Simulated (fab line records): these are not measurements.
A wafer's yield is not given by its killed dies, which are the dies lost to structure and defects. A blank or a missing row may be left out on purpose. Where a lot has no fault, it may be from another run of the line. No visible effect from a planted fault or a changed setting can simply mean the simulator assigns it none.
Chamber matching + flow n5Finfet + N5_BEOL_M11_STRIP_36 on rieDiel-01: 4 sister chambers
The step strips in N2/H2. 16 wafers are shown with their chamber, then 8 later ones without.

## WAFERS WITH THEIR CHAMBER
| wafer  | chamber | drypumpMotorCurrentA (A) | showerheadPlenumPTorr (Torr) | throttleValvePct (%) |
|--------|---------|--------------------------|------------------------------|----------------------|
| L077.1 | 2       | 5.2                      | 2.44                         | 23.77                |
| L077.2 | 3       | 6.0                      | 2.52                         | 23.23                |
| L077.3 | 1       | 6.3                      | 2.46                         | 23.66                |
| L079.1 | 0       | 6.1                      | 2.62                         | 23.68                |
| L079.4 | 2       | 5.2                      | 2.44                         | 23.81                |
| L079.5 | 0       | 6.1                      | 2.62                         | 23.72                |
| L080.2 | 0       | 6.1                      | 2.62                         | 23.70                |
| L080.3 | 2       | 5.1                      | 2.44                         | 23.74                |
| L080.6 | 2       | 5.1                      | 2.44                         | 23.79                |
| L084.2 | 1       | 6.3                      | 2.46                         | 23.63                |
| L084.3 | 0       | 6.1                      | 2.61                         | 23.67                |
| L084.6 | 1       | 6.3                      | 2.46                         | 23.67                |
| L091.2 | 1       | 6.3                      | 2.45                         | 23.64                |
| L091.3 | 3       | 6.0                      | 2.51                         | 23.28                |
| L091.6 | 2       | 5.1                      | 2.43                         | 23.80                |
| L092.1 | 1       | 6.4                      | 2.45                         | 23.65                |

SIGNATURES, as means of the wafers listed above
| reading               | chamber 0 | chamber 1 | chamber 2 | chamber 3 | scatter within a chamber |
|-----------------------|-----------|-----------|-----------|-----------|--------------------------|
| drypumpMotorCurrentA  | 6.100     | 6.320     | 5.140     | 6.000     | 0.0408                   |
| showerheadPlenumPTorr | 2.6175    | 2.4560    | 2.4380    | 2.5150    | 0.0052                   |
| throttleValvePct      | 23.6925   | 23.6500   | 23.7820   | 23.2550   | 0.0238                   |
Rule: for a wafer and a chamber, the distance is found by dividing, reading by reading, the gap between the wafer's reading and the chamber's mean by the reading's scatter, squaring, summing and taking the root. The wafer belongs to the nearest chamber; if the next one is less than 2 further off, it can't be placed. How the scatter is found: for the shown wafers, subtract from each reading the mean of its chamber, square and add these, divide the total by (wafers less chambers), then take the root.

## WAFERS MISSING THEIR CHAMBER
| wafer  | drypumpMotorCurrentA (A) | showerheadPlenumPTorr (Torr) | throttleValvePct (%) |
|--------|--------------------------|------------------------------|----------------------|
| L092.2 | 6.0                      | 2.51                         | 23.31                |
| L092.5 | 6.1                      | 2.60                         | 23.68                |
| L097.1 | 6.0                      | 2.60                         | 23.70                |
| L097.4 | 6.3                      | 2.45                         | 23.66                |
| L097.6 | 6.1                      | 2.60                         | 23.70                |
| L096.2 | 6.0                      | 2.51                         | 23.29                |
| L096.5 | 5.1                      | 2.42                         | 23.82                |
| L096.6 | 6.0                      | 2.51                         | 23.27                |

## CHAMBER TAKEN BY EACH
| wafer  | from the rows above | in truth |
|--------|---------------------|----------|
| L092.2 | 3                   | 3        |
| L092.5 | 0                   | 0        |
| L097.1 | 0                   | 0        |
| L097.4 | 1                   | 1        |
| L097.6 | 0                   | 0        |
| L096.2 | 3                   | 3        |
| L096.5 | 2                   | 2        |
| L096.6 | 3                   | 3        |
Correctly placed: 8 of 8. Not placeable from these rows: 0. Wrongly placed: 0.
